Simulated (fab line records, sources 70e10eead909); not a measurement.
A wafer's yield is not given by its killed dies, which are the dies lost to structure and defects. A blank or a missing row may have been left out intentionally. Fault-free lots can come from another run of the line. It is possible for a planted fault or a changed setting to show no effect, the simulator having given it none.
Chamber matching    flow nand_harc    4 sister chambers for NHARC_A_CONTACT_ETCH_88 on rie_diel-09
The step etches the open film in CF4, target depth 39 nm, time 65 s. 16 wafers are shown with their chamber, then 8 later ones without.

## WAFERS, EACH WITH ITS CHAMBER
wafer   chamber  showerhead_plenum_p_Torr (Torr)  drypump_motor_current_A (A)  oes_product_au (a.u.)
L530.1  0        1.87                             5.1                          1.023
L530.2  3        1.75                             5.7                          1.004
L530.5  2        1.91                             6.0                          0.999
L534.2  0        1.87                             5.2                          1.025
L534.4  0        1.87                             5.2                          1.023
L534.5  2        1.91                             6.0                          1.007
L535.3  2        1.91                             6.0                          0.996
L535.4  3        1.74                             5.7                          1.010
L535.5  1        1.67                             6.3                          1.010
L538.1  1        1.67                             6.3                          1.019
L538.5  2        1.91                             6.0                          1.003
L538.6  1        1.67                             6.3                          1.010
L536.3  2        1.90                             6.0                          0.996
L536.5  1        1.67                             6.3                          1.004
L536.6  2        1.90                             6.0                          0.999
L543.1  3        1.74                             5.7                          0.994

SIGNATURES, as means of the wafers listed above
reading                   chamber 0  chamber 1  chamber 2  chamber 3  scatter within a chamber
showerhead_plenum_p_Torr  1.8700     1.6700     1.9067     1.7433     0.00408
drypump_motor_current_A   5.167      6.300      6.000      5.700      0.0236
oes_product_au            1.02367    1.01075    1.00000    1.00267    0.00532
Rule: distance of a wafer from a chamber = root of the sum over the readings of ((wafer's reading minus chamber's mean) / reading's scatter) squared. The wafer belongs to the nearest chamber; if the next one is less than 2 further off, it can't be placed. The scatter: take each reading less its chamber's mean, square it, sum over the shown wafers, divide by the number of wafers less the number of chambers, and take the root.

## WAFERS WITHOUT THEIR CHAMBER
wafer   showerhead_plenum_p_Torr (Torr)  drypump_motor_current_A (A)  oes_product_au (a.u.)
L543.2  1.90                             6.0                          0.987
L543.3  1.67                             6.3                          1.009
L552.1  1.86                             5.1                          1.000
L552.4  1.90                             6.0                          0.984
L552.6  1.90                             6.0                          0.995
L553.1  1.67                             6.3                          0.995
L553.2  1.74                             5.7                          0.966
L553.5  1.86                             5.2                          0.986

## WHICH CHAMBER EACH WENT THROUGH
wafer   from the rows above  in truth
L543.2  2                    2
L543.3  1                    1
L552.1  0                    0
L552.4  2                    2
L552.6  2                    2
L553.1  1                    1
L553.2  3                    3
L553.5  0                    0
Correct placement for 8 of the 8. From these rows, 0 cannot be placed. 0 placed wrongly.
